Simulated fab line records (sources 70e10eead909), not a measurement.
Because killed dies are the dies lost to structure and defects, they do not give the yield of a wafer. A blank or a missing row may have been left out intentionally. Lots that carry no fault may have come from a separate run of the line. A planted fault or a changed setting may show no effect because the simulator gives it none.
A struck lot beside a sound one ; flow nand-harc ; 18 steps out of a route of 1159
Sound: the wafers L756.2, L756.4, L756.5. Struck: wafers L763.1, L763.2, L763.6. The cause comes at the end.
Per side, at each step with rows, come the tool, then ch with its chambers, and then its first start. Under that, the readings that differ: sound wafers ; struck wafers ; difference of the means ; sigmas: that difference in standard deviations of wafers without a fault.
alike: words and numbers the same on both sides, and readings whose means are apart by under 2 such deviations; not compared: readings that were withheld, readings missing a value for some wafer, numbers with overlapping values and no deviation given by the record, and bounds like >300 which may hide the same value.
The two part at a step that has a row with sigmas, a row that says differs or no value, or rows on one side only. Non-overlapping numbers with no deviation appear without sigmas and do not part them. Lack of a reading on every wafer of one side parts them only where that side has two or more wafers.

NHARC_A_CONTACT_ETCH_106: etches the open film in CF4/O2, target depth 60 nm, overetch 6 nm, time 33 s.
  sound on rie-diel-08 ch 0,1,3, day 19 12:33; struck on rie-diel-10 ch 0,1,3, day 21 11:17
  alike: drypump-motor-current-A, oes-product-au, rf-vpp-V, showerhead-plenum-p-Torr, throttle-valve-pct
  not compared: rf-hours-counter-h
NHARC_A_CONTACT_STRIP_82: strips in O2.
  sound: rie-diel-08 ch 1,3; struck: rie-diel-10 ch 0,3
reading;sound;struck;difference;sigmas
oes-product-au (a.u.);1.015 1.017 1.010;0.988 0.996 0.992;-0.022;-2
  alike: drypump-motor-current-A, rf-vpp-V, showerhead-plenum-p-Torr, throttle-valve-pct
  not compared: rf-hours-counter-h
then, 1 step without rows for these wafers: NHARC_A_CONTACT_STRIP_83 (strips in post etch residue remover, time 600 s).
NHARC_A_CONTACT_DEP_84: deposits aC, target thk 2000 nm.
  sound on acl-dep-01 ch 0, day 19 13:27; struck on acl-dep-03 ch 0, day 21 11:57
  alike: throttle-valve-pct
NHARC_A_CONTACT_DEP_85: deposits SiON, target thk 50 nm.
  sound on pecvd-04 ch 0,1, day 19 14:32; struck on pecvd-04 ch 0,1,2, day 21 13:15
  alike: heater-power-outer-w, heater-power-w
then, 7 steps without rows for these wafers: NHARC_A_CONTACT_DEHYDRATE_00 (time 120 s); NHARC_A_CONTACT_HMDS_01 (time 30 s); NHARC_A_CONTACT_COAT_86 (time 75 s); NHARC_A_CONTACT_COAT_87 (time 65 s); NHARC_A_CONTACT_COAT_02 (resist thk 90 nm); NHARC_A_CONTACT_SOFTBAKE_03 (time 55 s); NHARC_A_CONTACT_EBR_04.
NHARC_A_CONTACT_EXPOSE_05: exposes mask A CC.
  sound on arfi-scanner-03 ch 0, day 19 15:06; struck on arfi-scanner-03 ch 0, day 21 13:48
reading;sound;struck;difference;sigmas
exposure-dose-mJ-cm2;84.20 84.17 84.24;104.94 105.02 104.95;+20.77;+99 or more
  alike: mask
then, 2 steps without rows for these wafers: NHARC_A_CONTACT_PEB_06 (peb time 65 s); NHARC_A_CONTACT_DEVELOP_07 (develop time 35 s).
NHARC_A_CONTACT_CD_MEAS_08 targets a cd of 100 nm.
  sound on cd-sem-02 ch 0, day 19 15:14; struck on cd-sem-02 ch 0, day 21 13:56
reading;sound;struck;difference;sigmas
cd-nm (nm);100.3 99.6 99.9;117.9 117.5 116.7;+17.4;+26
NHARC_A_CONTACT_OVL_MEAS_09:
  sound: overlay-01 at day 19 15:20; struck: overlay-02 at day 21 14:01
  alike: overlay-x-nm, overlay-y-nm
NHARC_END_SORT_01:
  the record has rows for the sound wafers here (prober-01 ch 0, day 21 19:19) and none for the struck ones

== WHERE THEY PART ==
First at NHARC_A_CONTACT_STRIP_82; last, within this record, at NHARC_END_SORT_01.

WHY: whatever the simulator had introduced
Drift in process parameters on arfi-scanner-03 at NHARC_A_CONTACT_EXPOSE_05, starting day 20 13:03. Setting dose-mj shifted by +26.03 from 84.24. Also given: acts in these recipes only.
